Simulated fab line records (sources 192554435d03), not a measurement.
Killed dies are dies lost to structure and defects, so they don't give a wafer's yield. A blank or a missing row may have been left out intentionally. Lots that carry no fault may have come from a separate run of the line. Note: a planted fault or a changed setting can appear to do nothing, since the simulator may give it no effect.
Matching of chambers	flow n5 finfet	pecvd-03 running N5_BEOL_M8_PECVD_70: 3 sister chambers
The step deposits SiO2 from TEOS/O2, target thk 20 nm, time 22.7 s. 14 wafers are shown with their chamber, then 7 later ones without.

== EACH WAFER AND ITS CHAMBER ==
wafer	chamber	throttle valve pct (%)	showerhead plenum p Torr (Torr)	heater power w (W)
L076.1	1	21.0	8.83	732
L076.2	0	22.1	8.91	765
L076.3	0	22.1	8.89	778
L079.2	1	21.0	8.82	663
L079.3	0	22.2	8.89	762
L079.4	1	21.2	8.86	670
L083.2	2	20.9	8.87	696
L083.3	2	20.8	8.84	690
L083.6	1	21.0	8.83	766
L088.1	1	20.8	8.81	729
L088.2	2	20.9	8.83	711
L088.5	0	22.4	8.90	773
L091.1	0	22.1	8.91	654
L091.3	2	21.0	8.86	675

SIGNATURES (means of the wafers above)
reading	chamber 0	chamber 1	chamber 2	scatter within a chamber
throttle valve pct	22.180	21.000	20.900	0.124
showerhead plenum p Torr	8.9000	8.8300	8.8500	0.016
heater power w	746.40	712.00	693.00	41.9
Rule: for each reading, subtract the chamber's mean from the wafer's reading, divide by that reading's scatter and square the result; add these up over the readings and take the root, which gives the wafer's distance from the chamber. The wafer belongs to the nearest chamber; if the next one is less than 2 further off, it can't be placed. The scatter is the square root of a quotient: the sum, over the shown wafers, of each reading's squared deviation from its chamber's mean, divided by wafers minus chambers.

== WAFERS MISSING THEIR CHAMBER ==
wafer	throttle valve pct (%)	showerhead plenum p Torr (Torr)	heater power w (W)
L091.6	21.0	8.84	610
L094.2	20.8	8.84	749
L094.3	21.1	8.84	654
L094.4	22.7	8.89	772
L097.2	22.3	8.90	758
L097.4	22.5	8.91	796
L097.5	21.0	8.82	732

== WHICH CHAMBER EACH WENT THROUGH ==
wafer	from the rows above	in truth
L091.6	can't be placed: 2 or 1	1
L094.2	can't be placed: 2 or 1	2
L094.3	can't be placed: 1 or 2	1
L094.4	0	0
L097.2	0	0
L097.4	0	0
L097.5	can't be placed: 1 or 2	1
3 of 7 placed correctly. Not placeable from these rows: 4 (in 4, the candidates include the true chamber). Wrongly placed: 0.
